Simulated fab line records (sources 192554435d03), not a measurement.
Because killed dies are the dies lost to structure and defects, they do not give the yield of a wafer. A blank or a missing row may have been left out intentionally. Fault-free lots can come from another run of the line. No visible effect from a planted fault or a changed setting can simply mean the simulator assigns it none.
Which of the tools did it? / flow n5Finfet / Sampling: 10 lots, 28 wafers, 6 of 1938 route steps

## WHAT THE GAUGES READ, wafer by wafer
N5_BEOL_M0_SAQP_CD_MEAS_25 targets a cd of 13.1 nm. Usual: cdNm at 12.80 nm, with a standard deviation of 0.21.
lot=L565; measured=day 5 20:57; on=cdSem-02; cdNm (nm)=12.76 12.65 12.79; flag=
lot=L571; measured=day 7 07:43; on=cdSem-03; cdNm (nm)=12.76 12.38 12.70; flag=
lot=L573; measured=day 7 22:59; on=cdSem-01; cdNm (nm)=12.81 12.42 12.71; flag=
lot=L574; measured=day 8 03:15; on=cdSem-03; cdNm (nm)=12.71 12.89 12.48; flag=
lot=L576; measured=day 8 11:31; on=cdSem-01; cdNm (nm)=12.67 12.98; flag=
lot=L577; measured=day 8 18:15; on=cdSem-02; cdNm (nm)=12.42 12.79; flag=
lot=L583; measured=day 10 06:35; on=cdSem-01; cdNm (nm)=12.65 12.69 13.22; flag=
lot=L584; measured=day 10 14:08; on=cdSem-01; cdNm (nm)=12.72 12.88 12.87; flag=
lot=L585; measured=day 10 23:29; on=cdSem-01; cdNm (nm)=13.45 13.21 12.74; flag=
lot=L586; measured=day 11 11:13; on=cdSem-02; cdNm (nm)=12.80 13.08 12.96; flag=

N5_BEOL_M0_SAQP_CD_MEAS_29 targets a cd of 14.4 nm. Usual: cdNm at 14.97 nm, with a standard deviation of 0.22.
lot=L565; measured=day 5 22:55; on=cdSem-02; cdNm (nm)=14.97 14.87 15.36; flag=
lot=L571; measured=day 7 09:50; on=cdSem-01; cdNm (nm)=14.81 14.79 14.99; flag=
lot=L573; measured=day 8 00:44; on=cdSem-02; cdNm (nm)=14.90 15.03 14.83; flag=
lot=L574; measured=day 8 05:01; on=cdSem-01; cdNm (nm)=15.21 14.88 14.76; flag=
lot=L576; measured=day 8 13:21; on=cdSem-02; cdNm (nm)=19.43 15.27; flag=OFF
lot=L577; measured=day 8 20:08; on=cdSem-03; cdNm (nm)=19.54 14.97; flag=OFF
lot=L583; measured=day 10 08:50; on=cdSem-01; cdNm (nm)=14.95 14.61 14.80; flag=
lot=L584; measured=day 10 16:35; on=cdSem-03; cdNm (nm)=14.98 14.87 14.87; flag=
lot=L585; measured=day 11 01:25; on=cdSem-02; cdNm (nm)=14.98 15.05 15.11; flag=
lot=L586; measured=day 11 13:07; on=cdSem-01; cdNm (nm)=15.43 15.11 15.21; flag=

N5_BEOL_M4_RC_MEAS_101. Usual: DIBL_N 35.9 mV/V, standard deviation 1.3; DIBL_P 35.9 mV/V, standard deviation 1.6; IOFF_N 0.156 nA/um, standard deviation 0.022; IOFF_P 0.205 nA/um, standard deviation 0.023; ION_N 675 uA/um, standard deviation 9; ION_P 463 uA/um, standard deviation 5.6; SS_N 71.4 mV/dec, standard deviation 0.57; SS_P 73.1 mV/dec, standard deviation 0.52; VT_N 249.7 mV, standard deviation 2.8; VT_P -250.2 mV, standard deviation 2.5.
lot=L565; measured=day 8 04:08; on=prober-02; DIBL_N (mV/V)=35.6 35.5 35.9; DIBL_P (mV/V)=34.2 34.0 33.5; IOFF_N (nA/um)=0.159 0.150 0.156; IOFF_P (nA/um)=0.222 0.217 0.207; ION_N (uA/um)=675 666 667; ION_P (uA/um)=464 461 457; SS_N (mV/dec)=71.5 72.1 71.5; SS_P (mV/dec)=73.0 72.8 72.6; VT_N (mV)=246.2 250.6 248.4; VT_P (mV)=-248.6 -248.1 -250.1; flag=
lot=L571; measured=day 9 13:36; on=prober-02; DIBL_N (mV/V)=34.7 37.3 35.3; DIBL_P (mV/V)=35.5 38.2 35.8; IOFF_N (nA/um)=0.136 0.170 0.142; IOFF_P (nA/um)=0.218 0.266 0.223; ION_N (uA/um)=673 675 679; ION_P (uA/um)=467 472 474; SS_N (mV/dec)=71.1 72.1 71.8; SS_P (mV/dec)=72.3 73.3 72.5; VT_N (mV)=249.2 248.7 250.7; VT_P (mV)=-247.6 -243.5 -248.0; flag=
lot=L573; measured=day 10 09:53; on=prober-01; DIBL_N (mV/V)=35.3 35.4 35.5; DIBL_P (mV/V)=34.7 34.5 34.6; IOFF_N (nA/um)=0.144 0.139 0.142; IOFF_P (nA/um)=0.198 0.194 0.196; ION_N (uA/um)=676 667 668; ION_P (uA/um)=461 460 455; SS_N (mV/dec)=70.3 70.1 71.1; SS_P (mV/dec)=72.7 73.5 73.1; VT_N (mV)=252.4 251.9 251.9; VT_P (mV)=-253.1 -251.6 -250.6; flag=
lot=L574; measured=day 10 13:04; on=prober-02; DIBL_N (mV/V)=37.8 37.2 37.6; DIBL_P (mV/V)=38.1 36.9 38.3; IOFF_N (nA/um)=0.183 0.177 0.184; IOFF_P (nA/um)=0.241 0.222 0.236; ION_N (uA/um)=682 690 684; ION_P (uA/um)=470 469 469; SS_N (mV/dec)=71.0 71.2 71.0; SS_P (mV/dec)=72.9 73.4 73.7; VT_N (mV)=244.8 247.2 247.3; VT_P (mV)=-247.0 -250.9 -250.2; flag=
lot=L576; measured=day 10 17:07; on=prober-02; DIBL_N (mV/V)=33.9; DIBL_P (mV/V)=34.2; IOFF_N (nA/um)=0.130; IOFF_P (nA/um)=0.192; ION_N (uA/um)=676; ION_P (uA/um)=469; SS_N (mV/dec)=71.2; SS_P (mV/dec)=73.2; VT_N (mV)=251.0; VT_P (mV)=-249.3; flag=
lot=L577; measured=day 10 20:03; on=prober-02; DIBL_N (mV/V)=36.3; DIBL_P (mV/V)=35.5; IOFF_N (nA/um)=0.157; IOFF_P (nA/um)=0.219; ION_N (uA/um)=664; ION_P (uA/um)=464; SS_N (mV/dec)=72.0; SS_P (mV/dec)=72.3; VT_N (mV)=250.5; VT_P (mV)=-248.8; flag=
lot=L583; measured=day 13 05:36; on=prober-01; DIBL_N (mV/V)=35.7 35.8 34.8; DIBL_P (mV/V)=37.2 37.6 36.8; IOFF_N (nA/um)=0.150 0.152 0.139; IOFF_P (nA/um)=0.185 0.198 0.183; ION_N (uA/um)=666 665 665; ION_P (uA/um)=457 459 456; SS_N (mV/dec)=71.5 71.9 71.7; SS_P (mV/dec)=72.9 73.2 72.6; VT_N (mV)=252.0 249.6 252.1; VT_P (mV)=-253.1 -253.4 -254.4; flag=
lot=L584; measured=day 13 14:47; on=prober-01; DIBL_N (mV/V)=34.5 35.3 32.4; DIBL_P (mV/V)=35.4 36.1 33.1; IOFF_N (nA/um)=0.140 0.154 0.116; IOFF_P (nA/um)=0.186 0.202 0.156; ION_N (uA/um)=673 676 664; ION_P (uA/um)=460 459 457; SS_N (mV/dec)=71.1 72.1 70.8; SS_P (mV/dec)=72.7 72.4 72.0; VT_N (mV)=249.2 250.1 254.7; VT_P (mV)=-253.0 -250.4 -251.6; flag=
lot=L585; measured=day 13 05:27; on=prober-02; DIBL_N (mV/V)=38.2 37.4 39.1; DIBL_P (mV/V)=37.6 36.7 39.4; IOFF_N (nA/um)=0.172 0.151 0.197; IOFF_P (nA/um)=0.217 0.204 0.249; ION_N (uA/um)=680 663 679; ION_P (uA/um)=462 457 463; SS_N (mV/dec)=71.6 71.9 72.1; SS_P (mV/dec)=74.0 73.9 74.4; VT_N (mV)=247.7 251.6 246.0; VT_P (mV)=-248.9 -250.7 -247.2; flag=
lot=L586; measured=day 14 02:27; on=prober-01; DIBL_N (mV/V)=34.8 35.9 35.1; DIBL_P (mV/V)=33.5 35.1 33.4; IOFF_N (nA/um)=0.121 0.141 0.122; IOFF_P (nA/um)=0.176 0.204 0.179; ION_N (uA/um)=667 671 669; ION_P (uA/um)=466 468 464; SS_N (mV/dec)=71.0 71.4 70.9; SS_P (mV/dec)=72.4 73.3 73.0; VT_N (mV)=252.6 251.9 252.8; VT_P (mV)=-252.6 -248.8 -248.2; flag=

## EACH LOT AND THE TOOL THAT RAN IT (in order: tool; ch and the chambers of the sampled wafers; start)
lot=L565; N5_BEOL_M0_SAQP_ETCH_106=rieDiel-02 ch 0,3, day 5 21:52; N5_BEOL_M0_SAQP_RECESS_109=vaporEtch-02 ch 0,1, day 5 22:02; N5_BEOL_M0_SAQP_SPACER2_ALD_26=aldSin-03 ch 0,2, day 5 22:10
lot=L571; N5_BEOL_M0_SAQP_ETCH_106=rieDiel-01 ch 1,2,3, day 7 08:27; N5_BEOL_M0_SAQP_RECESS_109=vaporEtch-01 ch 0,1, day 7 08:39; N5_BEOL_M0_SAQP_SPACER2_ALD_26=aldSin-03 ch 0,2,3, day 7 09:05
lot=L573; N5_BEOL_M0_SAQP_ETCH_106=rieDiel-01 ch 0,2,3, day 7 23:41; N5_BEOL_M0_SAQP_RECESS_109=vaporEtch-01 ch 0,1, day 7 23:53; N5_BEOL_M0_SAQP_SPACER2_ALD_26=aldSin-03 ch 0,1,2, day 7 23:59
lot=L574; N5_BEOL_M0_SAQP_ETCH_106=rieDiel-06 ch 1,2,3, day 8 03:57; N5_BEOL_M0_SAQP_RECESS_109=vaporEtch-01 ch 0,1, day 8 04:09; N5_BEOL_M0_SAQP_SPACER2_ALD_26=aldSin-03 ch 2,3, day 8 04:16
lot=L576; N5_BEOL_M0_SAQP_ETCH_106=rieDiel-06 ch 0,3, day 8 12:16; N5_BEOL_M0_SAQP_RECESS_109=vaporEtch-02 ch 0,1, day 8 12:25; N5_BEOL_M0_SAQP_SPACER2_ALD_26=aldSin-03 ch 1,2, day 8 12:37
lot=L577; N5_BEOL_M0_SAQP_ETCH_106=rieDiel-06 ch 0,2, day 8 19:05; N5_BEOL_M0_SAQP_RECESS_109=vaporEtch-01 ch 0,1, day 8 19:15; N5_BEOL_M0_SAQP_SPACER2_ALD_26=aldSin-03 ch 1,2, day 8 19:23
lot=L583; N5_BEOL_M0_SAQP_ETCH_106=rieDiel-06 ch 2,3, day 10 07:27; N5_BEOL_M0_SAQP_RECESS_109=vaporEtch-02 ch 0,1, day 10 07:39; N5_BEOL_M0_SAQP_SPACER2_ALD_26=aldSin-01 ch 0,2, day 10 07:45
lot=L584; N5_BEOL_M0_SAQP_ETCH_106=rieDiel-02 ch 1,2,3, day 10 15:15; N5_BEOL_M0_SAQP_RECESS_109=vaporEtch-01 ch 0,1, day 10 15:25; N5_BEOL_M0_SAQP_SPACER2_ALD_26=aldSin-01 ch 0,2,3, day 10 15:34
lot=L585; N5_BEOL_M0_SAQP_ETCH_106=rieDiel-02 ch 0,1,2, day 11 00:15; N5_BEOL_M0_SAQP_RECESS_109=vaporEtch-01 ch 0,1, day 11 00:25; N5_BEOL_M0_SAQP_SPACER2_ALD_26=aldSin-01 ch 1,3, day 11 00:38
lot=L586; N5_BEOL_M0_SAQP_ETCH_106=rieDiel-01 ch 0,2, day 11 11:56; N5_BEOL_M0_SAQP_RECESS_109=vaporEtch-01 ch 0,1, day 11 12:08; N5_BEOL_M0_SAQP_SPACER2_ALD_26=aldSin-03 ch 1,2,3, day 11 12:14
- N5_BEOL_M0_SAQP_ETCH_106: etches SOC in N2/H2, stops on SiNx, target depth 150 nm.
- N5_BEOL_M0_SAQP_RECESS_109: chemistry HF/NH3, target SiO2, target depth 3 nm, afs cycles 1, sublimation time 60 s.
- N5_BEOL_M0_SAQP_SPACER2_ALD_26: deposits SiO2, target thk 15 nm, pulse time 1 s, purge time 2 s.

## WHAT THE TOOLS THEMSELVES READ (means of the sampled wafers that have a number; where no wafer has one, the mark that the record gives instead)
N5_BEOL_M0_SAQP_ETCH_106. Usual: drypumpMotorCurrentA 5.8 A, standard deviation 0.4; oesProductAu 0.79 a.u., standard deviation 0.094; rfVppV 240.3 V, standard deviation 1.1; showerheadPlenumPTorr 2.52 Torr, standard deviation 0.067; throttleValvePct 17.69 %, standard deviation 0.18.
lot=L565; tool=rieDiel-02; drypumpMotorCurrentA (A)=5.7; oesProductAu (a.u.)=0.71; rfVppV (V)=241.0; showerheadPlenumPTorr (Torr)=2.60; throttleValvePct (%)=17.88; flag=
lot=L571; tool=rieDiel-01; drypumpMotorCurrentA (A)=5.2; oesProductAu (a.u.)=0.79; rfVppV (V)=239.6; showerheadPlenumPTorr (Torr)=2.46; throttleValvePct (%)=17.58; flag=
lot=L573; tool=rieDiel-01; drypumpMotorCurrentA (A)=5.1; oesProductAu (a.u.)=0.79; rfVppV (V)=240.2; showerheadPlenumPTorr (Torr)=2.53; throttleValvePct (%)=17.77; flag=
lot=L574; tool=rieDiel-06; drypumpMotorCurrentA (A)=6.0; oesProductAu (a.u.)=0.80; rfVppV (V)=240.6; showerheadPlenumPTorr (Torr)=2.56; throttleValvePct (%)=17.66; flag=
lot=L576; tool=rieDiel-06; drypumpMotorCurrentA (A)=5.8; oesProductAu (a.u.)=0.89; rfVppV (V)=240.6; showerheadPlenumPTorr (Torr)=2.48; throttleValvePct (%)=17.48; flag=
lot=L577; tool=rieDiel-06; drypumpMotorCurrentA (A)=5.7; oesProductAu (a.u.)=0.81; rfVppV (V)=240.2; showerheadPlenumPTorr (Torr)=2.50; throttleValvePct (%)=17.55; flag=
lot=L583; tool=rieDiel-06; drypumpMotorCurrentA (A)=5.7; oesProductAu (a.u.)=0.73; rfVppV (V)=240.4; showerheadPlenumPTorr (Torr)=2.50; throttleValvePct (%)=17.66; flag=
lot=L584; tool=rieDiel-02; drypumpMotorCurrentA (A)=5.9; oesProductAu (a.u.)=0.84; rfVppV (V)=240.5; showerheadPlenumPTorr (Torr)=2.53; throttleValvePct (%)=17.74; flag=
lot=L585; tool=rieDiel-02; drypumpMotorCurrentA (A)=6.0; oesProductAu (a.u.)=0.83; rfVppV (V)=240.1; showerheadPlenumPTorr (Torr)=2.49; throttleValvePct (%)=17.72; flag=
lot=L586; tool=rieDiel-01; drypumpMotorCurrentA (A)=5.2; oesProductAu (a.u.)=0.77; rfVppV (V)=239.7; showerheadPlenumPTorr (Torr)=2.53; throttleValvePct (%)=17.81; flag=

N5_BEOL_M0_SAQP_RECESS_109. Usual: drypumpMotorCurrentA 5.5 A, standard deviation 0.43; sublimationTempC 180.02 C, standard deviation 0.14.
lot=L565; tool=vaporEtch-02; drypumpMotorCurrentA (A)=5.8; sublimationTempC (C)=179.94; flag=
lot=L571; tool=vaporEtch-01; drypumpMotorCurrentA (A)=5.1; sublimationTempC (C)=179.91; flag=
lot=L573; tool=vaporEtch-01; drypumpMotorCurrentA (A)=5.3; sublimationTempC (C)=180.13; flag=
lot=L574; tool=vaporEtch-01; drypumpMotorCurrentA (A)=5.3; sublimationTempC (C)=179.92; flag=
lot=L576; tool=vaporEtch-02; drypumpMotorCurrentA (A)=5.6; sublimationTempC (C)=180.15; flag=
lot=L577; tool=vaporEtch-01; drypumpMotorCurrentA (A)=5.2; sublimationTempC (C)=179.97; flag=
lot=L583; tool=vaporEtch-02; drypumpMotorCurrentA (A)=5.4; sublimationTempC (C)=180.10; flag=
lot=L584; tool=vaporEtch-01; drypumpMotorCurrentA (A)=5.3; sublimationTempC (C)=180.01; flag=
lot=L585; tool=vaporEtch-01; drypumpMotorCurrentA (A)=5.3; sublimationTempC (C)=180.06; flag=
lot=L586; tool=vaporEtch-01; drypumpMotorCurrentA (A)=5.3; sublimationTempC (C)=180.13; flag=

N5_BEOL_M0_SAQP_SPACER2_ALD_26. Usual: heaterPowerW 476 W, standard deviation 44; precursorPulseHeightRel 0.998, standard deviation 0.02.
lot=L565; tool=aldSin-03; heaterPowerW (W)=441; precursorPulseHeightRel=1.012; flag=
lot=L571; tool=aldSin-03; heaterPowerW (W)=466; precursorPulseHeightRel=1.022; flag=
lot=L573; tool=aldSin-03; heaterPowerW (W)=463; precursorPulseHeightRel=0.992; flag=
lot=L574; tool=aldSin-03; heaterPowerW (W)=459; precursorPulseHeightRel=0.987; flag=
lot=L576; tool=aldSin-03; heaterPowerW (W)=468; precursorPulseHeightRel=1.014; flag=
lot=L577; tool=aldSin-03; heaterPowerW (W)=476; precursorPulseHeightRel=0.996; flag=
lot=L583; tool=aldSin-01; heaterPowerW (W)=432; precursorPulseHeightRel=0.995; flag=
lot=L584; tool=aldSin-01; heaterPowerW (W)=435; precursorPulseHeightRel=0.983; flag=
lot=L585; tool=aldSin-01; heaterPowerW (W)=495; precursorPulseHeightRel=0.994; flag=
lot=L586; tool=aldSin-03; heaterPowerW (W)=493; precursorPulseHeightRel=1.006; flag=

## THE ANSWER, worked out from the rows above alone
Rule: lot off if the mean of its wafers having a number is beyond 3 standard deviations from the usual mean. Also off: a lot with no number at a reading for which 4 or more lots have one. Where the step has rows for the other lots, those lots are counted as sound. After the gauges, taken in route order, come the tools' own readings; for these a lot's mean is taken, as printed above. At the first step where some lot is off, the reading lying furthest off is the one used; lots without a number count as furthest.
Off, at N5_BEOL_M0_SAQP_CD_MEAS_29 on cdNm: L576, L577.
If a tool, at a process step before that reading, ran all the lots that are off and no sound lot after the first of them, it fits. The gauges at N5_BEOL_M0_SAQP_CD_MEAS_29 are tried like those tools. None of those tried fits.

## WHAT WAS PUT IN BY THE SIMULATOR
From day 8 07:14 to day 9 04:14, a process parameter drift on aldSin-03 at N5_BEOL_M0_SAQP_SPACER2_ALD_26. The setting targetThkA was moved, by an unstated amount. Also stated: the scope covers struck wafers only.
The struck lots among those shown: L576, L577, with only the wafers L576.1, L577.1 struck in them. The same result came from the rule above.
